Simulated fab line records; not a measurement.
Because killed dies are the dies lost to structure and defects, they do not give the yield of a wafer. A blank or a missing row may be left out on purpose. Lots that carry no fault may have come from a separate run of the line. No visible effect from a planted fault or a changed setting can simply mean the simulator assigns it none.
The tool behind it: which one? | flow nand-harc | 21 wafers sampled from 7 lots at 1 step of a route of 1302

== WHAT EACH GAUGE READ, for each wafer ==
NHARC_P_M0_THK_MEAS_24: measures by xrf.
lot  | measured     | on            | thk-nm (nm)
L625 | day 6 19:17  | film-metro-02 | 117.2 116.8 118.0
L628 | day 8 04:58  | film-metro-01 | 117.1 116.3 117.1
L635 | day 11 02:16 | film-metro-02 | 118.4 120.0 121.3
L637 | day 12 07:43 | film-metro-02 | 118.5 116.8 118.3
L639 | day 13 01:35 | film-metro-01 | 116.3 114.3 113.8
L643 | day 14 13:04 | film-metro-01 | 118.1 117.2 120.0
L646 | day 16 01:28 | film-metro-01 | 116.7 115.7 117.2

== EACH LOT AND THE TOOL THAT RAN IT (in order: tool; ch and the chambers of the sampled wafers; start) ==
The record shows no process step preceding these readings.

== THE ANSWER, worked out from the rows above alone ==
Rule: the usual values come from the lots themselves. The widest of any qualifying gaps counts: lots, ordered by their means at a reading, are off when they make up no more than a third of the lots, leave a main group of 4 or more, and stand apart from it by 3 or more times the standard deviation of that group's means. A main group whose means are all the same, to the digits that the tables above print for the reading, isn't used. A lot without any number at a reading at which 4 lots or more have one is off too. The other lots that the step has rows for count as sound.
Across all readings shown, no lot is off: no conclusion can be drawn from this.

== WHAT THE SIMULATOR HAD INSERTED ==
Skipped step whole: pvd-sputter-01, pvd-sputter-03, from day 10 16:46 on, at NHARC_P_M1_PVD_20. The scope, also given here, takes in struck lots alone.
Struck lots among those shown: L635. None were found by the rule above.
